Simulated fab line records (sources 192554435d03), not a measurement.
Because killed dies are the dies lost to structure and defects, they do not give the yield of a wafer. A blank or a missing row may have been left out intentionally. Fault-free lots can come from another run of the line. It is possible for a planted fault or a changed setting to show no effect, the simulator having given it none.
Matching of chambers | flow n5_finfet | N5_DUMMY_GATE_ETCH_36 on rie_diel-05: 4 sister chambers
The step etches SiARC in CF4, target depth 13 nm. 30 wafers are shown with their chamber, then 12 later ones without.

WAFERS WITH THEIR CHAMBER
wafer  | chamber | drypump_motor_current_A (A) | showerhead_plenum_p_Torr (Torr) | oes_product_au (a.u.)
L075.2 | 1       | 6.1                         | 2.10                            | 0.84
L075.3 | 2       | 5.3                         | 2.16                            | 0.83
L075.4 | 0       | 5.9                         | 2.20                            | 0.68
L077.1 | 1       | 6.1                         | 2.10                            | 0.84
L077.2 | 3       | 6.2                         | 2.22                            | 0.75
L077.3 | 0       | 5.9                         | 2.20                            | 0.68
L078.2 | 3       | 6.2                         | 2.21                            | 0.75
L078.3 | 0       | 5.9                         | 2.20                            | 0.68
L078.6 | 3       | 6.2                         | 2.21                            | 0.75
L079.1 | 1       | 6.1                         | 2.10                            | 0.83
L079.4 | 0       | 5.9                         | 2.20                            | 0.67
L079.5 | 2       | 5.3                         | 2.16                            | 0.82
L083.1 | 0       | 5.9                         | 2.20                            | 0.67
L083.2 | 2       | 5.3                         | 2.16                            | 0.82
L083.3 | 3       | 6.2                         | 2.21                            | 0.75
L083.4 | 1       | 6.2                         | 2.10                            | 0.82
L083.5 | 0       | 5.9                         | 2.20                            | 0.67
L083.6 | 1       | 6.1                         | 2.10                            | 0.82
L085.1 | 3       | 6.3                         | 2.21                            | 0.75
L085.2 | 1       | 6.1                         | 2.09                            | 0.82
L085.3 | 0       | 5.9                         | 2.20                            | 0.66
L088.1 | 2       | 5.3                         | 2.15                            | 0.81
L088.4 | 2       | 5.3                         | 2.15                            | 0.80
L088.5 | 3       | 6.2                         | 2.21                            | 0.74
L089.1 | 2       | 5.3                         | 2.15                            | 0.80
L089.2 | 1       | 6.1                         | 2.09                            | 0.80
L089.6 | 2       | 5.3                         | 2.15                            | 0.81
L091.1 | 3       | 6.3                         | 2.20                            | 0.73
L091.2 | 1       | 6.1                         | 2.09                            | 0.79
L091.3 | 2       | 5.3                         | 2.15                            | 0.80

SIGNATURES, as means of the wafers listed above
reading                  | chamber 0 | chamber 1 | chamber 2 | chamber 3 | scatter within a chamber
drypump_motor_current_A  | 5.900     | 6.112     | 5.300     | 6.229     | 0.0298
showerhead_plenum_p_Torr | 2.2000    | 2.0962    | 2.1538    | 2.2100    | 0.0047
oes_product_au           | 0.6729    | 0.8200    | 0.8113    | 0.7457    | 0.0121
Rule: a wafer's distance from a chamber is the root of the sum, over the readings, of the square of ((its reading less the chamber's mean) divided by the reading's scatter). The wafer belongs to the nearest chamber; if the next one is less than 2 further off, it can't be placed. The scatter: the root of (the sum of the squares of (reading less its chamber's mean) over the shown wafers, divided by (wafers less chambers)).

WAFERS MISSING THEIR CHAMBER
wafer  | drypump_motor_current_A (A) | showerhead_plenum_p_Torr (Torr) | oes_product_au (a.u.)
L091.4 | 6.3                         | 2.21                            | 0.73
L091.5 | 6.1                         | 2.09                            | 0.80
L091.6 | 5.3                         | 2.15                            | 0.80
L092.1 | 5.3                         | 2.15                            | 0.80
L092.2 | 6.2                         | 2.20                            | 0.73
L092.5 | 6.2                         | 2.20                            | 0.73
L093.1 | 5.9                         | 2.19                            | 0.95
L093.2 | 6.2                         | 2.09                            | 0.79
L093.5 | 5.3                         | 2.15                            | 0.79
L094.1 | 5.3                         | 2.15                            | 0.80
L094.2 | 6.1                         | 2.09                            | 0.79
L094.4 | 5.9                         | 2.19                            | 0.93

WHICH CHAMBER EACH WENT THROUGH
wafer  | from the rows above | in truth
L091.4 | 3                   | 3
L091.5 | 1                   | 1
L091.6 | 2                   | 2
L092.1 | 2                   | 2
L092.2 | 3                   | 3
L092.5 | 3                   | 3
L093.1 | 3                   | 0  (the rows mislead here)
L093.2 | 1                   | 1
L093.5 | 2                   | 2
L094.1 | 2                   | 2
L094.2 | 1                   | 1
L094.4 | 3                   | 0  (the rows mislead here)
10 of 12 placed correctly. Not placeable from these rows: 0. Number placed wrongly: 2.
